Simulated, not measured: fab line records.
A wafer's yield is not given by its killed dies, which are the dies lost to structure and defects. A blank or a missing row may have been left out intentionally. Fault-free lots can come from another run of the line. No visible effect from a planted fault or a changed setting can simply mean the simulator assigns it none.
Matching of chambers :: flow n5_finfet :: 4 sister chambers for N5_MOL_CONTACT_COAG_ETCH_90 on rie_diel-05
The step etches SiARC in CF4, target depth 13 nm, time 21.7 s. 14 wafers are shown with their chamber, then 7 later ones without.

== EACH WAFER AND ITS CHAMBER ==
wafer: L074.1
chamber: 1
drypump_motor_current_A (A): 5.6
showerhead_plenum_p_Torr (Torr): 2.24
throttle_valve_pct (%): 15.17

wafer: L074.2
chamber: 3
drypump_motor_current_A (A): 5.1
showerhead_plenum_p_Torr (Torr): 2.17
throttle_valve_pct (%): 15.61

wafer: L074.3
chamber: 2
drypump_motor_current_A (A): 5.1
showerhead_plenum_p_Torr (Torr): 2.19
throttle_valve_pct (%): 15.58

wafer: L080.2
chamber: 1
drypump_motor_current_A (A): 5.6
showerhead_plenum_p_Torr (Torr): 2.23
throttle_valve_pct (%): 15.19

wafer: L080.4
chamber: 3
drypump_motor_current_A (A): 5.1
showerhead_plenum_p_Torr (Torr): 2.17
throttle_valve_pct (%): 15.64

wafer: L080.5
chamber: 2
drypump_motor_current_A (A): 5.2
showerhead_plenum_p_Torr (Torr): 2.19
throttle_valve_pct (%): 15.61

wafer: L085.1
chamber: 0
drypump_motor_current_A (A): 5.4
showerhead_plenum_p_Torr (Torr): 2.09
throttle_valve_pct (%): 15.60

wafer: L085.2
chamber: 2
drypump_motor_current_A (A): 5.2
showerhead_plenum_p_Torr (Torr): 2.18
throttle_valve_pct (%): 15.62

wafer: L085.3
chamber: 1
drypump_motor_current_A (A): 5.6
showerhead_plenum_p_Torr (Torr): 2.23
throttle_valve_pct (%): 15.21

wafer: L087.2
chamber: 1
drypump_motor_current_A (A): 5.6
showerhead_plenum_p_Torr (Torr): 2.23
throttle_valve_pct (%): 15.23

wafer: L087.3
chamber: 0
drypump_motor_current_A (A): 5.4
showerhead_plenum_p_Torr (Torr): 2.09
throttle_valve_pct (%): 15.62

wafer: L087.4
chamber: 3
drypump_motor_current_A (A): 5.1
showerhead_plenum_p_Torr (Torr): 2.17
throttle_valve_pct (%): 15.67

wafer: L088.3
chamber: 1
drypump_motor_current_A (A): 5.6
showerhead_plenum_p_Torr (Torr): 2.23
throttle_valve_pct (%): 15.23

wafer: L088.4
chamber: 3
drypump_motor_current_A (A): 5.1
showerhead_plenum_p_Torr (Torr): 2.16
throttle_valve_pct (%): 15.67

SIGNATURES, as means of the wafers listed above
reading: drypump_motor_current_A
chamber 0: 5.400
chamber 1: 5.600
chamber 2: 5.167
chamber 3: 5.100
scatter within a chamber: 0.0258

reading: showerhead_plenum_p_Torr
chamber 0: 2.0900
chamber 1: 2.2320
chamber 2: 2.1867
chamber 3: 2.1675
scatter within a chamber: 0.00471

reading: throttle_valve_pct
chamber 0: 15.6100
chamber 1: 15.2060
chamber 2: 15.6033
chamber 3: 15.6475
scatter within a chamber: 0.025
Rule: distance of a wafer from a chamber = root of the sum over the readings of ((wafer's reading minus chamber's mean) / reading's scatter) squared. The wafer belongs to the nearest chamber; if the next one is less than 2 further off, it can't be placed. The scatter: take each reading less its chamber's mean, square it, sum over the shown wafers, divide by the number of wafers less the number of chambers, and take the root.

== WAFERS WITH NO CHAMBER GIVEN ==
wafer: L088.5
drypump_motor_current_A (A): 5.6
showerhead_plenum_p_Torr (Torr): 2.23
throttle_valve_pct (%): 15.23

wafer: L092.1
drypump_motor_current_A (A): 5.6
showerhead_plenum_p_Torr (Torr): 2.22
throttle_valve_pct (%): 15.25

wafer: L092.3
drypump_motor_current_A (A): 5.4
showerhead_plenum_p_Torr (Torr): 2.09
throttle_valve_pct (%): 15.65

wafer: L092.4
drypump_motor_current_A (A): 5.1
showerhead_plenum_p_Torr (Torr): 2.18
throttle_valve_pct (%): 15.13

wafer: L096.1
drypump_motor_current_A (A): 5.4
showerhead_plenum_p_Torr (Torr): 2.08
throttle_valve_pct (%): 15.67

wafer: L096.4
drypump_motor_current_A (A): 5.1
showerhead_plenum_p_Torr (Torr): 2.16
throttle_valve_pct (%): 15.73

wafer: L096.6
drypump_motor_current_A (A): 5.1
showerhead_plenum_p_Torr (Torr): 2.18
throttle_valve_pct (%): 15.16

== CHAMBER TAKEN BY EACH ==
wafer: L088.5
from the rows above: 1
in truth: 1

wafer: L092.1
from the rows above: 1
in truth: 1

wafer: L092.3
from the rows above: 0
in truth: 0

wafer: L092.4
from the rows above: can't be placed: 2 or 3
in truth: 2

wafer: L096.1
from the rows above: 0
in truth: 0

wafer: L096.4
from the rows above: 3
in truth: 3

wafer: L096.6
from the rows above: can't be placed: 2 or 3
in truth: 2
Correct placement for 5 of the 7. These rows do not allow placing 2 (true chamber among the candidates in 2). 0 placed wrongly.
